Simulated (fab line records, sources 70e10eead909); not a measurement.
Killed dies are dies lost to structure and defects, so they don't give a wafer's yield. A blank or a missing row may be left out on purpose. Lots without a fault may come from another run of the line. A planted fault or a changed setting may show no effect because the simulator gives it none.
Which tool did it? | flow nand_harc | 11 lots, 33 wafers sampled, at 6 steps of a route of 1302

WHAT THE GAUGES READ, wafer by wafer
NHARC_END_SORT_01.
lot  | measured     | on        | killed_at_array
L540 | day 24 10:02 | prober-01 | 51 57 51
L541 | day 24 18:00 | prober-02 | 36 26 43
L542 | day 25 03:41 | prober-01 | 35 40 46
L543 | day 25 13:17 | prober-01 | 23 26 22
L546 | day 26 15:54 | prober-01 | 24 21 21
L549 | day 27 16:01 | prober-02 | 81 106 75
L548 | day 27 15:58 | prober-01 | 57 47 47
L550 | day 28 08:27 | prober-02 | 76 64 78
L560 | day 33 03:47 | prober-02 | 59 59 55
L561 | day 33 05:24 | prober-01 | 33 42 24
L563 | day 34 02:43 | prober-01 | 45 39 41

WHICH TOOL RAN EACH LOT (tool, then ch and the chambers of the sampled wafers, then the start)
lot  | NHARC_A_CHANNEL_HOLE_D1_ETCH_34               | NHARC_A_CHANNEL_HOLE_D1_ETCH_44    | NHARC_A_CHANNEL_FILL_D1_ALD_02   | NHARC_A_CHANNEL_FILL_D1_ALD_03      | NHARC_A_CHANNEL_FILL_D1_ALD_15
L540 | rie_diel-02 ch 1,2,3, day 8 21:02 or earlier  | rie_diel-02 ch 0,1,3, day 8 21:02  | ald_hk-03 ch 0,2,3, day 8 22:13  | ald_sin_batch-01 ch 0, day 9 01:40  | ald_sin_batch-01 ch 0, day 9 08:20
L541 | rie_diel-02 ch 0,1,3, day 9 05:37 or earlier  | rie_diel-02 ch 0,2,3, day 9 05:37  | ald_hk-01 ch 0,1,3, day 9 06:49  | ald_sin_batch-03 ch 0, day 9 10:16  | ald_sin_batch-03 ch 0, day 9 16:56
L542 | rie_diel-13 ch 0,1,3, day 9 19:07 or earlier  | rie_diel-07 ch 0,1,2, day 9 19:07  | ald_hk-01 ch 0,1,2, day 9 20:18  | ald_sin_batch-03 ch 0, day 9 23:44  | ald_sin_batch-02 ch 0, day 10 06:25
L543 | rie_diel-07 ch 0,3, day 10 06:31 or earlier   | rie_diel-07 ch 0,1, day 10 06:31   | ald_hk-04 ch 0,1,2, day 10 08:37 | ald_sin_batch-02 ch 0, day 10 11:50 | ald_sin_batch-02 ch 0, day 10 18:34
L546 | rie_diel-07 ch 0,2,3, day 10 23:53 or earlier | rie_diel-07 ch 0,1, day 10 23:53   | ald_hk-04 ch 0,1,3, day 11 01:08 | ald_sin_batch-03 ch 0, day 11 04:31 | ald_sin_batch-02 ch 0, day 11 11:12
L549 | rie_diel-07 ch 0,1, day 12 09:10 or earlier   | rie_diel-07 ch 2,3, day 12 09:10   | ald_hk-01 ch 1,2, day 12 11:09   | ald_sin_batch-03 ch 0, day 12 17:07 | ald_sin_batch-03 ch 0, day 13 02:22
L548 | rie_diel-02 ch 1,2, day 12 05:35 or earlier   | rie_diel-07 ch 0,3, day 12 05:35   | ald_hk-04 ch 1,3, day 12 06:58   | ald_sin_batch-03 ch 0, day 12 11:33 | ald_sin_batch-03 ch 0, day 12 20:39
L550 | rie_diel-07 ch 0,2,3, day 12 20:52 or earlier | rie_diel-07 ch 0,3, day 12 20:52   | ald_hk-01 ch 0,1,3, day 12 22:03 | ald_sin_batch-03 ch 0, day 13 04:23 | ald_sin_batch-03 ch 0, day 13 11:04
L560 | rie_diel-07 ch 0,1,2, day 17 06:55 or earlier | rie_diel-07 ch 0,1,3, day 17 06:55 | ald_hk-01 ch 0,2,3, day 17 08:05 | ald_sin_batch-03 ch 0, day 17 11:31 | ald_sin_batch-03 ch 0, day 17 18:13
L561 | rie_diel-07 ch 1,2, day 17 11:08 or earlier   | rie_diel-07 ch 0,2,3, day 17 11:08 | ald_hk-04 ch 2,3, day 17 13:34   | ald_sin_batch-02 ch 0, day 17 17:00 | ald_sin_batch-03 ch 0, day 17 23:40
L563 | rie_diel-02 ch 0,1,2, day 18 06:33 or earlier | rie_diel-07 ch 0,2,3, day 18 06:33 | ald_hk-03 ch 1,2,3, day 18 07:43 | ald_sin_batch-03 ch 0, day 18 11:09 | ald_sin_batch-01 ch 0, day 18 17:53
- NHARC_A_CHANNEL_HOLE_D1_ETCH_34: etches the open film in CF4/CHF3, target depth 154 nm, time 77 s.
- NHARC_A_CHANNEL_HOLE_D1_ETCH_44: etches the open film in CF4/O2, target depth 140 nm, overetch 14 nm, time 77 s.
- NHARC_A_CHANNEL_FILL_D1_ALD_02: deposits SiO2, target thk 6 nm, pulse time 10 s, ald cycles 60.
- NHARC_A_CHANNEL_FILL_D1_ALD_03: deposits SiNx, target thk 6 nm, pulse time 60 s, ald cycles 58.
- NHARC_A_CHANNEL_FILL_D1_ALD_15: deposits SiNx, target thk 2 nm, pulse time 60 s, ald cycles 19.

THE ANSWER, worked out from the rows above alone
Rule: what is usual is taken from the lots themselves. Put in order of their means at a reading, lots are off if they are a third of the lots or fewer, leave a main group of 4 or more, and stand apart from it by a gap of 3 or more times the standard deviation of the main group's means; of several such gaps the widest counts. A main group whose means are all the same, to the digits that the tables above print for the reading, isn't used. A lot without any number at a reading at which 4 lots or more have one is off too. The other lots that the step has rows for count as sound.
No lot is off at any reading shown: from this, nothing can be told.

WHAT THE SIMULATOR HAD PUT IN
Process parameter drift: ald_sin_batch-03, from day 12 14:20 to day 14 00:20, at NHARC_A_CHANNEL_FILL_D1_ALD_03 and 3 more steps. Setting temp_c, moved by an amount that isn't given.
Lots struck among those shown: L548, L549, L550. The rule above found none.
